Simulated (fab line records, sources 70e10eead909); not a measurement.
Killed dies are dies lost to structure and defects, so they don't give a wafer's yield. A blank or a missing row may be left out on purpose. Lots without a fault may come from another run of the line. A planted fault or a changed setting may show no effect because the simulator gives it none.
Which tool did it? | flow nand_harc | 7 lots, 21 wafers sampled, at 1 step of a route of 1302

WHAT THE GAUGES READ, wafer by wafer
NHARC_A_START_INSPECT_01.
lot  | measured     | on                | raw_defect_count
L654 | day 7 09:11  | defect_inspect-01 | 8 5 4
L656 | day 8 01:41  | defect_inspect-01 | 2 7 6
L658 | day 9 04:26  | defect_inspect-01 | 2 3 6
L664 | day 11 15:26 | defect_inspect-02 | 4 1 5
L669 | day 14 00:05 | defect_inspect-01 | 5 1 4
L672 | day 15 05:15 | defect_inspect-02 | 4 3 4
L675 | day 16 09:16 | defect_inspect-01 | 3 5 6

WHICH TOOL RAN EACH LOT (tool, then ch and the chambers of the sampled wafers, then the start)
The record holds no process step before these readings.

THE ANSWER, worked out from the rows above alone
Rule: what is usual is taken from the lots themselves. Put in order of their means at a reading, lots are off if they are a third of the lots or fewer, leave a main group of 4 or more, and stand apart from it by a gap of 3 or more times the standard deviation of the main group's means; of several such gaps the widest counts. A main group whose means are all the same, to the digits that the tables above print for the reading, isn't used. A lot without any number at a reading at which 4 lots or more have one is off too. The other lots that the step has rows for count as sound.
No lot is off at any reading shown: from this, nothing can be told.

WHAT THE SIMULATOR HAD PUT IN
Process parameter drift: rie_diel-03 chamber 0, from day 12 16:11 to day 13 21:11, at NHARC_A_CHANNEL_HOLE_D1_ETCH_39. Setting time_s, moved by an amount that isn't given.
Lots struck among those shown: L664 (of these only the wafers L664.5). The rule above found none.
